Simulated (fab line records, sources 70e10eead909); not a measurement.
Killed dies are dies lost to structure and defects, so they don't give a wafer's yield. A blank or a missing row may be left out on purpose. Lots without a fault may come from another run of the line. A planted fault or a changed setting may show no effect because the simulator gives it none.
Chamber matching | flow nand_harc | NHARC_A_CONTACT_ETCH_110 on rie_diel-02: 4 sister chambers
The step etches the open film in CF4/O2, target depth 60 nm, overetch 6 nm, time 33 s. 4 wafers are shown with their chamber, then 12 later ones without.

WAFERS WITH THEIR CHAMBER
wafer  | chamber | showerhead_plenum_p_Torr (Torr)
L084.6 | 0       | 1.25
L088.2 | 3       | 1.29
L088.3 | 2       | 1.32
L088.5 | 1       | 1.40

WAFERS WITHOUT THEIR CHAMBER
wafer  | showerhead_plenum_p_Torr (Torr)
L091.1 | 1.25
L091.5 | 1.40
L091.6 | 1.32
L089.1 | 1.25
L089.4 | 1.40
L089.6 | 1.40
L089.2 | 1.29
L089.3 | 1.32
L089.5 | 1.25
L097.1 | 1.32
L097.2 | 1.39
L097.6 | 1.39

WHICH CHAMBER EACH WENT THROUGH
wafer  | from the rows above | in truth
L091.1 | 0                   | 0
L091.5 | 1                   | 1
L091.6 | 2                   | 2
L089.1 | 0                   | 0
L089.4 | 1                   | 1
L089.6 | 1                   | 1
L089.2 | 3                   | 3
L089.3 | 2                   | 2
L089.5 | 0                   | 0
L097.1 | 2                   | 2
L097.2 | 1                   | 1
L097.6 | 1                   | 1
Placed correctly: 12 of 12. Can't be placed from these rows: 0. Placed wrongly: 0.
How it was worked out, from the rows above alone: a wafer's distance from a chamber is the root of the sum, over the readings, of the square of ((its reading less the chamber's mean) divided by the reading's scatter). The wafer belongs to the nearest chamber; if the next one is less than 2 further off, it can't be placed. A chamber's mean is the mean of its shown wafers. The scatter: with one shown wafer a chamber, the root of the mean of the squares of how far each hidden wafer lies from its nearest shown one.
